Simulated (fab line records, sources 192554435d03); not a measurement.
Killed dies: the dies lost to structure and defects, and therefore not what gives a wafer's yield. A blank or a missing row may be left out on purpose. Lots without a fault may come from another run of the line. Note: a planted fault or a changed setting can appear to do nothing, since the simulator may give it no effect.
Chamber matching / flow n5 finfet / N5_BEOL_M2_STRIP_36 on rie diel-02 has 4 sister chambers
The step strips in N2/H2. 27 wafers are shown with their chamber, then 12 later ones without.

WAFERS WITH THEIR CHAMBER
wafer=L075.1; chamber=2; showerhead plenum p Torr (Torr)=2.64; drypump motor current A (A)=4.8; throttle valve pct (%)=23.6
wafer=L075.2; chamber=1; showerhead plenum p Torr (Torr)=2.41; drypump motor current A (A)=5.7; throttle valve pct (%)=23.2
wafer=L075.3; chamber=0; showerhead plenum p Torr (Torr)=2.61; drypump motor current A (A)=5.9; throttle valve pct (%)=23.2
wafer=L075.4; chamber=3; showerhead plenum p Torr (Torr)=2.50; drypump motor current A (A)=5.2; throttle valve pct (%)=24.1
wafer=L075.5; chamber=3; showerhead plenum p Torr (Torr)=2.50; drypump motor current A (A)=5.2; throttle valve pct (%)=24.1
wafer=L075.6; chamber=0; showerhead plenum p Torr (Torr)=2.61; drypump motor current A (A)=5.9; throttle valve pct (%)=23.3
wafer=L076.4; chamber=0; showerhead plenum p Torr (Torr)=2.61; drypump motor current A (A)=5.9; throttle valve pct (%)=23.3
wafer=L076.5; chamber=3; showerhead plenum p Torr (Torr)=2.50; drypump motor current A (A)=5.2; throttle valve pct (%)=24.1
wafer=L076.6; chamber=0; showerhead plenum p Torr (Torr)=2.61; drypump motor current A (A)=5.9; throttle valve pct (%)=23.3
wafer=L078.1; chamber=1; showerhead plenum p Torr (Torr)=2.41; drypump motor current A (A)=5.7; throttle valve pct (%)=23.2
wafer=L078.2; chamber=0; showerhead plenum p Torr (Torr)=2.61; drypump motor current A (A)=5.9; throttle valve pct (%)=23.2
wafer=L078.3; chamber=2; showerhead plenum p Torr (Torr)=2.64; drypump motor current A (A)=4.8; throttle valve pct (%)=23.6
wafer=L078.4; chamber=3; showerhead plenum p Torr (Torr)=2.50; drypump motor current A (A)=5.2; throttle valve pct (%)=24.1
wafer=L078.5; chamber=0; showerhead plenum p Torr (Torr)=2.61; drypump motor current A (A)=5.9; throttle valve pct (%)=23.3
wafer=L078.6; chamber=1; showerhead plenum p Torr (Torr)=2.41; drypump motor current A (A)=5.7; throttle valve pct (%)=23.2
wafer=L079.1; chamber=0; showerhead plenum p Torr (Torr)=2.61; drypump motor current A (A)=5.9; throttle valve pct (%)=23.2
wafer=L079.4; chamber=1; showerhead plenum p Torr (Torr)=2.41; drypump motor current A (A)=5.6; throttle valve pct (%)=23.2
wafer=L079.5; chamber=0; showerhead plenum p Torr (Torr)=2.61; drypump motor current A (A)=5.9; throttle valve pct (%)=23.3
wafer=L080.1; chamber=0; showerhead plenum p Torr (Torr)=2.61; drypump motor current A (A)=5.9; throttle valve pct (%)=23.3
wafer=L080.2; chamber=1; showerhead plenum p Torr (Torr)=2.41; drypump motor current A (A)=5.6; throttle valve pct (%)=23.2
wafer=L080.3; chamber=3; showerhead plenum p Torr (Torr)=2.50; drypump motor current A (A)=5.2; throttle valve pct (%)=24.1
wafer=L080.4; chamber=2; showerhead plenum p Torr (Torr)=2.64; drypump motor current A (A)=4.8; throttle valve pct (%)=23.6
wafer=L080.5; chamber=0; showerhead plenum p Torr (Torr)=2.61; drypump motor current A (A)=5.9; throttle valve pct (%)=23.3
wafer=L080.6; chamber=1; showerhead plenum p Torr (Torr)=2.41; drypump motor current A (A)=5.6; throttle valve pct (%)=23.2
wafer=L084.2; chamber=0; showerhead plenum p Torr (Torr)=2.61; drypump motor current A (A)=5.9; throttle valve pct (%)=23.2
wafer=L084.3; chamber=3; showerhead plenum p Torr (Torr)=2.50; drypump motor current A (A)=5.2; throttle valve pct (%)=24.1
wafer=L084.5; chamber=1; showerhead plenum p Torr (Torr)=2.40; drypump motor current A (A)=5.7; throttle valve pct (%)=23.2

SIGNATURES, as means of the wafers listed above
reading=showerhead plenum p Torr; chamber 0=2.6100; chamber 1=2.4086; chamber 2=2.6400; chamber 3=2.5000; scatter within a chamber=0.00193
reading=drypump motor current A; chamber 0=5.900; chamber 1=5.657; chamber 2=4.800; chamber 3=5.200; scatter within a chamber=0.0273
reading=throttle valve pct; chamber 0=23.264; chamber 1=23.200; chamber 2=23.600; chamber 3=24.100; scatter within a chamber=0.0333
Rule: for each reading, subtract the chamber's mean from the wafer's reading, divide by that reading's scatter and square the result; add these up over the readings and take the root, which gives the wafer's distance from the chamber. The wafer belongs to the nearest chamber; if the next one is less than 2 further off, it can't be placed. The scatter: the root of (the sum of the squares of (reading less its chamber's mean) over the shown wafers, divided by (wafers less chambers)).

WAFERS WHOSE CHAMBER IS MISSING
wafer=L085.1; showerhead plenum p Torr (Torr)=2.64; drypump motor current A (A)=4.8; throttle valve pct (%)=23.6
wafer=L085.4; showerhead plenum p Torr (Torr)=2.40; drypump motor current A (A)=5.6; throttle valve pct (%)=23.2
wafer=L085.5; showerhead plenum p Torr (Torr)=2.50; drypump motor current A (A)=5.2; throttle valve pct (%)=24.1
wafer=L087.1; showerhead plenum p Torr (Torr)=2.40; drypump motor current A (A)=5.7; throttle valve pct (%)=23.2
wafer=L087.5; showerhead plenum p Torr (Torr)=2.40; drypump motor current A (A)=5.7; throttle valve pct (%)=23.2
wafer=L087.6; showerhead plenum p Torr (Torr)=2.60; drypump motor current A (A)=5.9; throttle valve pct (%)=23.3
wafer=L089.1; showerhead plenum p Torr (Torr)=2.60; drypump motor current A (A)=5.9; throttle valve pct (%)=23.3
wafer=L089.3; showerhead plenum p Torr (Torr)=2.63; drypump motor current A (A)=4.8; throttle valve pct (%)=23.6
wafer=L089.5; showerhead plenum p Torr (Torr)=2.60; drypump motor current A (A)=5.9; throttle valve pct (%)=23.3
wafer=L092.1; showerhead plenum p Torr (Torr)=2.40; drypump motor current A (A)=5.7; throttle valve pct (%)=23.2
wafer=L092.2; showerhead plenum p Torr (Torr)=2.49; drypump motor current A (A)=5.2; throttle valve pct (%)=24.1
wafer=L092.3; showerhead plenum p Torr (Torr)=2.63; drypump motor current A (A)=4.8; throttle valve pct (%)=23.6

WHICH CHAMBER EACH ONE RAN IN
wafer=L085.1; from the rows above=2; in truth=2
wafer=L085.4; from the rows above=1; in truth=1
wafer=L085.5; from the rows above=3; in truth=3
wafer=L087.1; from the rows above=1; in truth=1
wafer=L087.5; from the rows above=1; in truth=1
wafer=L087.6; from the rows above=0; in truth=0
wafer=L089.1; from the rows above=0; in truth=0
wafer=L089.3; from the rows above=2; in truth=2
wafer=L089.5; from the rows above=0; in truth=0
wafer=L092.1; from the rows above=1; in truth=1
wafer=L092.2; from the rows above=3; in truth=3
wafer=L092.3; from the rows above=2; in truth=2
Correct placement for 12 of the 12. From these rows, 0 cannot be placed. Placed wrongly: 0.
